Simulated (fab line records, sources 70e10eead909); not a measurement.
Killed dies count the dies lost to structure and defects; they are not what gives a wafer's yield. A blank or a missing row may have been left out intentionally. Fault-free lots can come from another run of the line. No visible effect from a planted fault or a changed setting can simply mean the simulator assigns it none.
fab line records -- flow nand-harc -- part 1 of 2: steps 1 to 4 of 6
record: lots: 24, wafers: 72, last-day: 34
route steps=1302 shown A_CHANNEL_HOLE_D2@588 A_CHANNEL_FILL_D2@638 A_STAIRCASE@668
lots with no fault: from the same line, run without faults
start-h: the number of hours between the record's first day and the start of the first shown wafer of the lot -- wait-h: hours from the lot's prior step to this one -- " the same as in the row above -- L1.1+2: several wafers, shown together as one row -- - no value present, or no start provided -- * or withheld: withheld -- < > ~ a bound
route shown NAME@n: a module of which the file shows steps, and the number in the route of the first -- usual: mean/standard deviation taken from wafers without a fault -- same: alike in all rows -- chamber/n: place in a boat -- sites: per-site readings -- _std_site: the standard deviation of these -- _edge_site: the outer-site mean with the inner-site mean subtracted -- radius-mm: how far each site lies from the wafer's centre -- mask NAME#n: copy n -- behind: tool/chamber where the wafer was last shaped -- hold: the reason the lot was held/the length of the hold in hours/how it ended -- device: the transistor (n, p or np) that didn't switch -- end of line: tests of these same wafers at the route's end -- a step given without rows: its recipe and nothing more -- killed: not the wafer's yield, but the dies lost to structure and defects at the first sort -- map: per-die view of a wafer (x killed, . not killed, _ where there is no die)
set.NAME: the setting that was run; set.NAME@STEP: the one run at that earlier step -- model.NAME: the simulator's own value behind a step, which no gauge read
steps of the route over a sample of lots; a table a step, a row a wafer
services: when a tool's chamber went out of use (start-h, in hours from the record's first day, below 0 if earlier), for how many hours, and the reason
== steps ==
step: NHARC_A_CHANNEL_HOLE_D2_ETCH_34
recipe: target-depth-a: 1540, time-s: 77, cf4-flow-sccm: 100, chf3-flow-sccm: 30, ar-flow-sccm: 0, rf-w: 500, bias-w: 200, chemistry: CF4/CHF3
usual: drypump-motor-current-A: 5.6/0.48, oes-product-au: 0.964/0.017, rf-vpp-V: 371.7/2.4, showerhead-plenum-p-Torr: 1.60/0.069, throttle-valve-pct: 16.802/0.0094
lot.wafer,tool,chamber,start-h,wait-h,drypump-motor-current-A,oes-product-au,rf-hours-counter-h,rf-vpp-V,showerhead-plenum-p-Torr,throttle-valve-pct
L076.2,rie-diel-13,3,-,-,5.7,0.939,7.1,366.6,1.47,16.815
L076.1,rie-diel-13,0,-,-,6.3,0.928,6.5,374.7,1.65,16.815
L076.5,rie-diel-13,0,-,-,6.3,0.918,-,372.1,1.65,16.816
L075.3,rie-diel-05,0,-,-,5.8,0.959,3.4,373.1,1.61,16.810
L075.2,rie-diel-05,3,-,-,6.2,0.975,3.2,367.7,1.51,16.800
L075.5,rie-diel-05,1,-,-,5.3,0.962,-,372.1,1.65,16.806
L074.3,rie-diel-05,0,-,-,5.8,0.946,5.0,371.9,1.61,16.783
L074.5,rie-diel-05,1,-,-,5.3,0.971,-,373.1,1.65,16.799
L074.4,rie-diel-05,0,-,-,5.8,0.952,-,372.3,1.61,16.792
L078.1,rie-diel-05,2,-,-,5.5,0.961,5.8,375.0,1.66,16.815
L078.2,rie-diel-05,0,-,-,5.8,0.966,5.9,370.0,1.61,16.809
L078.4,rie-diel-05,1,-,-,5.3,0.983,7.1,372.1,1.65,16.826
L077.4,rie-diel-12,3,-,-,5.7,0.974,2.6,373.2,1.66,16.800
L077.2,rie-diel-12,1,-,-,5.0,0.973,2.5,371.4,1.60,16.826
L077.6,rie-diel-12,2,-,-,5.4,0.987,-,369.5,1.51,16.815
L080.4,rie-diel-12,2,-,-,5.4,0.974,4.5,367.5,1.51,16.797
L080.1,rie-diel-12,3,-,-,5.7,0.997,3.9,372.0,1.66,16.779
L080.2,rie-diel-12,0,-,-,6.4,0.975,3.9,374.9,1.66,16.799
L079.2,rie-diel-05,1,-,-,5.4,0.974,9.0,373.1,1.65,16.814
L079.6,rie-diel-05,2,-,-,5.5,0.955,-,372.7,1.66,16.806
L079.5,rie-diel-05,3,-,-,6.2,0.952,-,368.8,1.50,16.818
L082.1,rie-diel-12,1,-,-,5.0,0.945,6.0,372.1,1.60,16.807
L082.6,rie-diel-12,3,-,-,5.7,0.975,-,373.1,1.66,16.792
L082.5,rie-diel-12,0,-,-,6.4,0.955,-,374.6,1.66,16.793
L084.3,rie-diel-05,3,-,-,6.2,0.977,8.9,368.0,1.50,16.815
L084.1,rie-diel-05,0,-,-,5.8,0.988,8.8,372.5,1.61,16.813
L084.5,rie-diel-05,2,-,-,5.5,0.955,-,374.7,1.66,16.806
L081.4,rie-diel-13,0,-,-,6.3,0.985,0.9,373.5,1.65,16.808
L081.2,rie-diel-13,2,-,-,4.9,0.955,1.0,374.5,1.67,16.810
L081.1,rie-diel-13,3,-,-,5.6,0.981,0.9,366.9,1.47,16.802
L083.3,rie-diel-12,2,-,-,5.4,0.978,6.6,368.9,1.51,16.792
L083.1,rie-diel-12,3,-,-,5.7,0.985,6.5,375.4,1.66,16.809
L083.4,rie-diel-12,1,-,-,4.9,0.952,6.6,371.9,1.60,16.802
L085.3,rie-diel-12,2,-,-,5.4,0.931,8.5,369.0,1.51,16.806
L085.4,rie-diel-12,1,-,-,5.0,0.916,8.5,371.1,1.60,16.810
L085.5,rie-diel-12,2,-,-,5.4,0.928,-,369.0,1.51,16.814
L086.1,rie-diel-13,1,-,-,4.9,0.956,1.9,372.0,1.60,16.800
L086.5,rie-diel-13,1,-,-,4.9,0.953,-,370.8,1.60,16.813
L086.6,rie-diel-13,2,-,-,4.9,0.943,-,373.2,1.67,16.796
L088.4,rie-diel-13,0,-,-,6.3,0.969,3.0,374.7,1.65,16.792
L088.1,rie-diel-13,1,-,-,4.9,0.987,2.8,371.6,1.60,16.812
L088.6,rie-diel-13,3,-,-,5.7,0.959,-,367.2,1.47,16.797
L087.4,rie-diel-05,3,-,-,6.2,0.960,0.6,367.4,1.50,16.808
L087.1,rie-diel-05,2,-,-,5.5,0.954,0.3,374.7,1.66,16.802
L087.6,rie-diel-05,3,-,-,6.1,0.959,-,368.6,1.50,16.809
L089.3,rie-diel-13,2,-,-,5.0,0.955,3.4,374.9,1.67,16.791
L089.2,rie-diel-13,3,-,-,5.7,0.978,3.7,366.1,1.47,16.800
L089.6,rie-diel-13,1,-,-,4.9,0.975,-,371.5,1.60,16.805
L090.3,rie-diel-13,3,-,-,5.7,0.958,5.2,367.5,1.47,16.791
L090.1,rie-diel-13,0,-,-,6.3,0.946,5.4,372.7,1.65,16.795
L090.6,rie-diel-13,1,-,-,4.9,0.957,-,371.4,1.60,16.788
L091.2,rie-diel-05,2,-,-,5.5,0.947,1.3,374.2,1.66,16.809
L091.1,rie-diel-05,3,-,-,6.1,0.960,1.7,368.6,1.50,16.806
L091.3,rie-diel-05,0,-,-,5.8,0.994,1.5,372.2,1.61,16.802
L092.4,rie-diel-13,2,-,-,4.9,0.984,5.5,374.8,1.67,16.800
L092.3,rie-diel-13,3,-,-,5.7,0.984,6.1,368.1,1.46,16.796
L092.6,rie-diel-13,0,-,-,6.3,0.965,-,373.9,1.65,16.795
L093.4,rie-diel-13,2,-,-,4.9,0.957,6.5,374.1,1.67,16.792
L093.2,rie-diel-13,1,-,-,4.9,0.976,6.8,371.4,1.60,16.814
L093.5,rie-diel-13,2,-,-,4.9,0.969,-,372.2,1.67,16.796
L094.3,rie-diel-13,1,-,-,4.9,0.973,7.6,371.3,1.60,16.792
L094.4,rie-diel-13,3,-,-,5.7,0.991,8.1,369.3,1.46,16.822
L094.1,rie-diel-13,0,-,-,6.3,0.970,8.5,374.2,1.65,16.808
L096.3,rie-diel-05,2,-,-,5.5,0.930,4.3,373.1,1.66,16.821
L096.1,rie-diel-05,3,-,-,6.1,0.938,4.4,368.0,1.50,16.794
L096.6,rie-diel-05,1,-,-,5.3,0.944,-,373.4,1.65,16.802
L095.4,rie-diel-12,0,-,-,6.4,0.960,2.0,373.6,1.66,16.807
L095.3,rie-diel-12,1,-,-,5.0,0.968,4.5,371.4,1.60,16.793
L095.6,rie-diel-12,3,-,-,5.7,0.971,-,373.7,1.66,16.810
L097.1,rie-diel-05,1,-,-,5.3,0.975,4.8,372.0,1.65,16.808
L097.2,rie-diel-05,0,-,-,5.8,0.961,4.9,370.8,1.61,16.799
L097.5,rie-diel-05,2,-,-,5.5,0.975,-,374.7,1.66,16.803
step: NHARC_A_CHANNEL_HOLE_D2_ETCH_21
recipe: bias-v: 3000, source-w: withheld, pressure-mtorr: 20, time-s: 514.3, ar-flow-sccm: 375, c4f8-flow-sccm: 89.3, o2-flow-sccm: 35.7, temp-c: -20, target-depth-a: 16000, chemistry: C4F8/O2/Ar
usual: drypump-motor-current-A: 5.6/0.59, showerhead-plenum-p-Torr: 3.53/0.15, throttle-valve-pct: 32.154/0.0092
lot.wafer,tool,chamber,start-h,wait-h,drypump-motor-current-A,rf-hours-counter-h,showerhead-plenum-p-Torr,throttle-valve-pct
L076.2,har-etch-01,1,298.63,0.3,4.9,152,3.48,32.152
L076.1,har-etch-01,0,298.63,0.3,6.3,152,3.55,32.151
L076.5,har-etch-01,1,298.63,0.3,5.0,-,3.48,32.160
L075.2,har-etch-02,0,302.79,0.3,5.7,357,3.49,32.155
L075.3,har-etch-02,0,302.79,0.3,5.7,-,3.49,32.170
L075.5,har-etch-02,0,302.79,0.3,5.8,-,3.49,32.159
L074.3,har-etch-02,0,311.53,0.3,5.7,-,3.48,32.161
L074.4,har-etch-02,1,311.53,0.3,5.5,-,3.50,32.166
L074.5,har-etch-02,0,311.53,0.3,5.7,-,3.48,32.162
L078.2,har-etch-02,1,322.03,0.3,5.5,372,3.49,32.158
L078.1,har-etch-02,0,322.03,0.3,5.7,365,3.48,32.165
L078.4,har-etch-02,1,322.03,0.3,5.5,-,3.49,32.152
L077.2,har-etch-01,0,322.64,0.3,6.3,167,3.54,32.159
L077.4,har-etch-01,1,322.64,0.3,4.9,-,3.47,32.150
L077.6,har-etch-01,0,322.64,0.3,6.4,-,3.54,32.149
L080.2,har-etch-01,1,345.23,0.3,4.9,182,3.46,32.160
L080.1,har-etch-01,0,345.23,0.3,6.4,182,3.53,32.161
L080.4,har-etch-01,1,345.23,0.3,4.9,-,3.46,32.146
L079.2,har-etch-02,0,345.64,0.3,5.8,384,3.47,32.155
L079.6,har-etch-02,0,345.64,0.3,5.8,-,3.47,32.152
L079.5,har-etch-02,1,345.64,0.3,5.5,-,3.48,32.147
L082.1,har-etch-01,0,381.96,0.3,6.3,201,3.52,32.161
L082.5,har-etch-01,1,381.96,0.3,4.9,-,3.45,32.128
L082.6,har-etch-01,0,381.96,0.3,6.4,-,3.52,32.151
L084.1,har-etch-01,1,386.09,0.3,4.9,205,3.45,32.152
L084.3,har-etch-01,1,386.09,0.3,4.9,-,3.45,32.143
L084.5,har-etch-01,1,386.09,0.3,4.9,-,3.45,32.165
L081.2,har-etch-01,1,390.18,0.3,5.0,209,3.45,32.152
L081.1,har-etch-01,0,390.18,0.3,6.4,209,3.52,32.150
L081.4,har-etch-01,1,390.18,0.3,4.9,-,3.45,32.138
L083.1,har-etch-01,0,394.44,0.3,6.4,213,3.52,32.152
L083.4,har-etch-01,1,394.44,0.3,4.9,-,3.45,32.158
L083.3,har-etch-01,0,394.44,0.3,6.3,-,3.52,32.143
L085.3,har-etch-01,0,406.68,0.3,6.3,-,3.51,32.153
L085.4,har-etch-01,1,406.68,0.3,4.9,-,3.44,32.164
L085.5,har-etch-01,0,406.68,0.3,6.3,-,3.51,32.167
L086.1,har-etch-01,1,411.62,0.3,5.0,228,3.44,32.170
L086.5,har-etch-01,1,411.62,0.3,4.9,-,3.44,32.143
L086.6,har-etch-01,0,411.62,0.3,6.3,-,3.51,32.158
L088.1,har-etch-01,0,432.29,0.3,6.4,236,3.50,32.150
L088.4,har-etch-01,0,432.29,0.3,6.4,-,3.50,32.150
L088.6,har-etch-01,0,432.29,0.3,6.4,-,3.51,32.145
L087.1,har-etch-02,0,432.51,0.3,5.7,27,3.92,32.142
L087.4,har-etch-02,0,432.51,0.3,5.7,-,3.92,32.142
L087.6,har-etch-02,1,432.51,0.3,5.6,-,3.92,32.162
L089.2,har-etch-01,1,436.52,0.3,5.0,240,3.43,32.155
L089.3,har-etch-01,0,436.52,0.3,6.4,-,3.50,32.165
L089.6,har-etch-01,0,436.52,0.3,6.4,-,3.50,32.146
L090.1,har-etch-01,0,455.96,0.3,6.4,248,3.50,32.172
L090.3,har-etch-01,0,455.96,0.3,6.3,-,3.50,32.162
L090.6,har-etch-01,0,455.96,0.3,6.3,-,3.50,32.150
L091.2,har-etch-02,0,456.39,0.3,5.7,38,3.91,32.151
L091.1,har-etch-02,1,456.39,0.3,5.5,38,3.91,32.177
L091.3,har-etch-02,1,456.39,0.3,5.5,-,3.91,32.146
L092.4,har-etch-01,1,461.41,0.3,5.0,-,3.43,32.154
L092.3,har-etch-01,0,461.41,0.3,6.4,-,3.50,32.153
L092.6,har-etch-01,1,461.41,0.3,4.9,-,3.43,32.159
L093.2,har-etch-01,0,482.52,0.3,6.3,267,3.49,32.158
L093.4,har-etch-01,0,482.52,0.3,6.4,-,3.49,32.169
L093.5,har-etch-01,1,482.52,0.3,5.0,-,3.42,32.160
L094.1,har-etch-01,0,486.61,0.3,6.3,270,3.49,32.148
L094.4,har-etch-01,0,486.61,0.3,6.4,-,3.49,32.148
L094.3,har-etch-01,1,486.61,0.3,4.9,-,3.42,32.143
L096.1,har-etch-01,0,517.48,0.3,6.3,282,3.48,32.153
L096.3,har-etch-01,1,517.48,0.3,4.9,-,3.41,32.154
L096.6,har-etch-01,0,517.48,0.3,6.3,-,3.48,32.148
L095.4,har-etch-02,0,519.64,0.3,5.8,-,3.89,32.172
L095.3,har-etch-02,1,519.64,0.3,5.5,-,3.89,32.153
L095.6,har-etch-02,1,519.64,0.3,5.6,-,3.89,32.156
L097.2,har-etch-01,1,522.03,0.3,4.9,286,3.41,32.152
L097.1,har-etch-01,0,522.03,0.3,6.4,286,3.48,32.145
L097.5,har-etch-01,1,522.03,0.3,4.9,-,3.41,32.169
step: NHARC_A_CHANNEL_FILL_D2_INSPECT_13
usual: raw-defect-count: 345/100
lot.wafer,tool,chamber,start-h,wait-h,raw-defect-count
L076.1,defect-inspect-01,-,354.42,0.2,404
L076.2,defect-inspect-01,-,354.42,0.2,429
L076.5,defect-inspect-01,-,354.42,0.2,422
L075.2,defect-inspect-02,-,354.42,0.1,272
L075.3,defect-inspect-02,-,354.42,0.1,567
L075.5,defect-inspect-02,-,354.42,0.1,282
L074.3,defect-inspect-02,-,364.71,0.1,387
L074.4,defect-inspect-02,-,364.71,0.1,368
L074.5,defect-inspect-02,-,364.71,0.1,284
L077.2,defect-inspect-02,-,376.67,0.1,686
L077.4,defect-inspect-02,-,376.67,0.1,410
L077.6,defect-inspect-02,-,376.67,0.1,593
L078.1,defect-inspect-02,-,376.83,0.2,297
L078.2,defect-inspect-02,-,376.83,0.2,252
L078.4,defect-inspect-02,-,376.83,0.2,187
L080.1,defect-inspect-01,-,398.38,0.2,433
L080.2,defect-inspect-01,-,398.38,0.2,310
L080.4,defect-inspect-01,-,398.38,0.2,335
L079.2,defect-inspect-02,-,401.95,0.1,337
L079.5,defect-inspect-02,-,401.95,0.1,475
L079.6,defect-inspect-02,-,401.95,0.1,349
L082.1,defect-inspect-01,-,436.22,0.2,241
L082.5,defect-inspect-01,-,436.22,0.2,254
L082.6,defect-inspect-01,-,436.22,0.2,210
L084.1,defect-inspect-02,-,436.22,0.2,358
L084.3,defect-inspect-02,-,436.22,0.2,259
L084.5,defect-inspect-02,-,436.22,0.2,397
L081.1,defect-inspect-01,-,443.62,0.2,239
L081.2,defect-inspect-01,-,443.62,0.2,371
L081.4,defect-inspect-01,-,443.62,0.2,283
L083.1,defect-inspect-02,-,451.05,0.2,408
L083.3,defect-inspect-02,-,451.05,0.2,380
L083.4,defect-inspect-02,-,451.05,0.2,386
L085.3,defect-inspect-01,-,462.29,0.1,303
L085.4,defect-inspect-01,-,462.29,0.1,201
L085.5,defect-inspect-01,-,462.29,0.1,298
L086.1,defect-inspect-02,-,462.30,0.2,219
L086.5,defect-inspect-02,-,462.30,0.2,186
L086.6,defect-inspect-02,-,462.30,0.2,278
L088.1,defect-inspect-01,-,486.29,0.2,293
L088.4,defect-inspect-01,-,486.29,0.2,278
L088.6,defect-inspect-01,-,486.29,0.2,308
L087.1,defect-inspect-02,-,486.32,0.2,283
L087.4,defect-inspect-02,-,486.32,0.2,267
L087.6,defect-inspect-02,-,486.32,0.2,293
L089.2,defect-inspect-01,-,489.65,0.1,347
L089.3,defect-inspect-01,-,489.65,0.1,329
L089.6,defect-inspect-01,-,489.65,0.1,330
L091.1,defect-inspect-01,-,510.78,0.2,372
L091.2,defect-inspect-01,-,510.78,0.2,276
L091.3,defect-inspect-01,-,510.78,0.2,397
L090.1,defect-inspect-02,-,510.78,0.2,513
L090.3,defect-inspect-02,-,510.78,0.2,400
L090.6,defect-inspect-02,-,510.78,0.2,603
L092.3,defect-inspect-01,-,516.47,0.1,455
L092.4,defect-inspect-01,-,516.47,0.1,379
L092.6,defect-inspect-01,-,516.47,0.1,461
L093.2,defect-inspect-02,-,537.21,0.1,358
L093.4,defect-inspect-02,-,537.21,0.1,288
L093.5,defect-inspect-02,-,537.21,0.1,265
L094.1,defect-inspect-02,-,541.70,0.2,216
L094.3,defect-inspect-02,-,541.70,0.2,271
L094.4,defect-inspect-02,-,541.70,0.2,253
L097.1,defect-inspect-01,-,572.92,0.2,549
L097.2,defect-inspect-01,-,572.92,0.2,483
L097.5,defect-inspect-01,-,572.92,0.2,357
L096.1,defect-inspect-02,-,572.97,0.2,338
L096.3,defect-inspect-02,-,572.97,0.2,246
L096.6,defect-inspect-02,-,572.97,0.2,336
L095.3,defect-inspect-02,-,578.84,0.1,223
L095.4,defect-inspect-02,-,578.84,0.1,213
L095.6,defect-inspect-02,-,578.84,0.1,208
step: NHARC_A_STAIRCASE_TRIM_12
recipe: time-s: 211.2, o2-flow-sccm: 500, ar-flow-sccm: 0, bias-w: 0, chemistry: O2
usual: drypump-motor-current-A: 5.7/0.43, oes-product-au: 1.004/0.009, rf-vpp-V: 57.9/0.83, showerhead-plenum-p-Torr: 3.54/0.12, throttle-valve-pct: 17.037/0.009
lot.wafer,tool,chamber,start-h,wait-h,drypump-motor-current-A,oes-product-au,rf-hours-counter-h,rf-vpp-V,showerhead-plenum-p-Torr,throttle-valve-pct
L075.3,rie-diel-11,2,357.29,0.1,5.4,1.016,32,59.6,3.63,17.022
L075.2,rie-diel-11,3,357.29,0.1,5.2,1.006,29,58.8,3.73,17.038
L075.5,rie-diel-11,1,357.29,0.1,5.1,1.008,-,59.4,3.50,17.040
L076.1,rie-diel-08,1,357.44,0.1,5.6,1.002,55,59.6,3.66,17.031
L076.2,rie-diel-08,2,357.44,0.1,5.6,0.995,50,59.3,3.47,17.054
L076.5,rie-diel-08,2,357.44,0.1,5.6,0.996,-,58.4,3.47,17.039
L074.3,rie-diel-01,0,367.58,0.1,5.4,1.007,42,57.2,3.26,17.034
L074.4,rie-diel-01,2,367.58,0.1,6.2,1.006,46,57.7,3.31,17.034
L074.5,rie-diel-01,1,367.58,0.1,5.9,1.004,-,57.7,3.58,17.041
L077.2,rie-diel-11,2,380.09,0.1,5.4,1.017,40,57.9,3.63,17.061
L077.4,rie-diel-11,1,380.09,0.1,5.1,1.000,-,58.4,3.50,17.035
L077.6,rie-diel-11,2,380.09,0.1,5.4,1.012,-,58.4,3.63,17.030
L078.4,rie-diel-01,1,380.29,0.1,5.9,1.002,56,57.1,3.58,17.038
L078.2,rie-diel-01,2,380.29,0.1,6.2,1.015,54,58.4,3.31,17.018
L078.1,rie-diel-01,3,380.29,0.1,5.7,1.008,52,58.6,3.42,17.028
L080.1,rie-diel-11,0,401.18,0.1,6.6,1.009,42,58.6,3.56,17.034
L080.4,rie-diel-11,1,401.18,0.1,5.1,1.006,40,57.7,3.50,17.027
L080.2,rie-diel-11,3,401.18,0.1,5.2,1.017,47,58.0,3.72,17.047
L079.2,rie-diel-11,3,405.21,0.1,5.3,1.012,48,58.3,3.71,17.031
L079.6,rie-diel-11,2,405.21,0.1,5.4,1.006,-,57.8,3.62,17.032
L079.5,rie-diel-11,3,405.21,0.1,5.3,1.014,-,57.0,3.71,17.046
L082.1,rie-diel-08,2,439.61,0.1,5.6,1.006,14,57.3,3.46,17.033
L082.6,rie-diel-08,1,439.61,0.1,5.6,1.000,-,58.7,3.65,17.058
L082.5,rie-diel-08,2,439.61,0.1,5.6,1.005,-,58.2,3.46,17.060
L084.3,rie-diel-01,2,440.03,0.1,6.2,1.006,8,57.1,3.30,17.038
L084.1,rie-diel-01,3,440.03,0.1,5.7,0.987,15,57.8,3.41,17.025
L084.5,rie-diel-01,2,440.03,0.1,6.2,0.995,-,56.3,3.30,17.018
L081.2,rie-diel-11,1,446.53,0.1,5.1,1.001,0,58.5,3.49,17.043
L081.1,rie-diel-11,2,446.53,0.1,5.4,1.004,0,57.9,3.62,17.040
L081.4,rie-diel-11,3,446.53,0.1,5.2,0.994,0,58.6,3.71,17.056
L083.4,rie-diel-08,0,455.13,0.4,5.4,1.016,17,57.4,3.57,17.040
L083.1,rie-diel-08,1,455.13,0.4,5.6,1.005,22,57.3,3.64,17.028
L083.3,rie-diel-08,3,455.13,0.4,5.9,1.003,22,57.8,3.48,17.035
L085.4,rie-diel-01,2,465.44,0.1,6.2,1.014,22,58.0,3.30,17.046
L085.3,rie-diel-01,0,465.44,0.1,5.4,1.003,27,57.3,3.79,17.046
L085.5,rie-diel-01,3,465.44,0.1,5.7,0.979,-,58.3,3.41,17.030
L086.1,rie-diel-11,3,466.38,0.1,5.2,0.994,12,57.1,3.70,17.032
L086.6,rie-diel-11,1,466.38,0.1,5.1,0.989,-,59.3,3.49,17.038
L086.5,rie-diel-11,2,466.38,0.1,5.4,0.995,-,57.6,3.62,17.035
L088.4,rie-diel-08,3,489.19,0.1,5.8,1.009,39,57.2,3.47,17.035
L088.1,rie-diel-08,0,489.19,0.1,5.4,1.006,32,58.1,3.56,17.037
L088.6,rie-diel-08,3,489.19,0.1,5.8,1.008,-,58.0,3.47,17.046
L087.1,rie-diel-08,2,489.53,0.1,5.6,1.002,40,56.8,3.45,17.047
L087.4,rie-diel-08,3,489.53,0.1,5.9,1.008,39,58.1,3.47,17.033
L087.6,rie-diel-08,2,489.53,0.1,5.6,1.000,-,56.9,3.44,17.025
L089.2,rie-diel-11,2,492.82,0.1,5.4,1.004,15,57.5,3.61,17.038
L089.3,rie-diel-11,0,492.82,0.1,6.7,1.006,15,57.5,3.55,17.036
L089.6,rie-diel-11,2,492.82,0.1,5.4,1.012,-,57.9,3.61,17.037
L090.1,rie-diel-11,3,513.62,0.1,5.2,1.008,19,59.0,3.70,17.035
L090.3,rie-diel-11,0,513.62,0.1,6.7,0.998,19,57.2,3.55,17.041
L090.6,rie-diel-11,0,513.62,0.1,6.7,0.994,-,57.3,3.55,17.037
L091.3,rie-diel-01,1,513.80,0.1,5.9,1.003,43,58.2,3.55,17.028
L091.2,rie-diel-01,2,513.80,0.1,6.2,1.021,36,56.6,3.29,17.041
L091.1,rie-diel-01,3,513.80,0.1,5.7,0.996,36,56.2,3.40,17.032
L092.3,rie-diel-08,3,520.03,0.6,5.8,1.005,47,56.8,3.46,17.040
L092.4,rie-diel-08,1,520.03,0.6,5.6,1.001,44,59.7,3.63,17.026
L092.6,rie-diel-08,0,520.03,0.6,5.4,1.000,-,58.9,3.56,17.034
L093.2,rie-diel-08,2,540.49,0.2,5.6,0.992,58,59.0,3.44,17.027
L093.4,rie-diel-08,3,540.49,0.2,5.8,1.001,57,58.0,3.46,17.038
L093.5,rie-diel-08,1,540.49,0.2,5.6,0.992,-,59.6,3.62,17.035
L094.4,rie-diel-01,0,544.64,0.1,5.4,1.006,53,58.4,3.78,17.031
L094.1,rie-diel-01,2,544.64,0.1,6.2,1.027,48,56.4,3.28,17.037
L094.3,rie-diel-01,3,544.64,0.1,5.7,0.998,47,57.7,3.39,17.034
L097.1,rie-diel-01,1,575.91,0.1,5.9,1.002,2,58.3,3.54,17.020
L097.2,rie-diel-01,2,575.91,0.1,6.2,1.015,2,59.0,3.81,17.035
L097.5,rie-diel-01,2,575.91,0.1,6.2,1.027,-,58.2,3.81,17.021
L096.1,rie-diel-08,2,576.30,0.1,5.6,1.019,6,58.3,3.43,17.028
L096.3,rie-diel-08,3,576.30,0.1,5.8,1.003,5,57.8,3.45,17.039
L096.6,rie-diel-08,1,576.30,0.1,5.6,1.008,-,57.9,3.62,17.043
L095.4,rie-diel-11,1,581.81,0.1,5.1,1.004,40,58.5,3.47,17.037
L095.3,rie-diel-11,3,581.81,0.1,5.2,1.029,43,57.5,3.69,17.030
L095.6,rie-diel-11,0,581.81,0.1,6.7,1.018,-,58.7,3.53,17.045
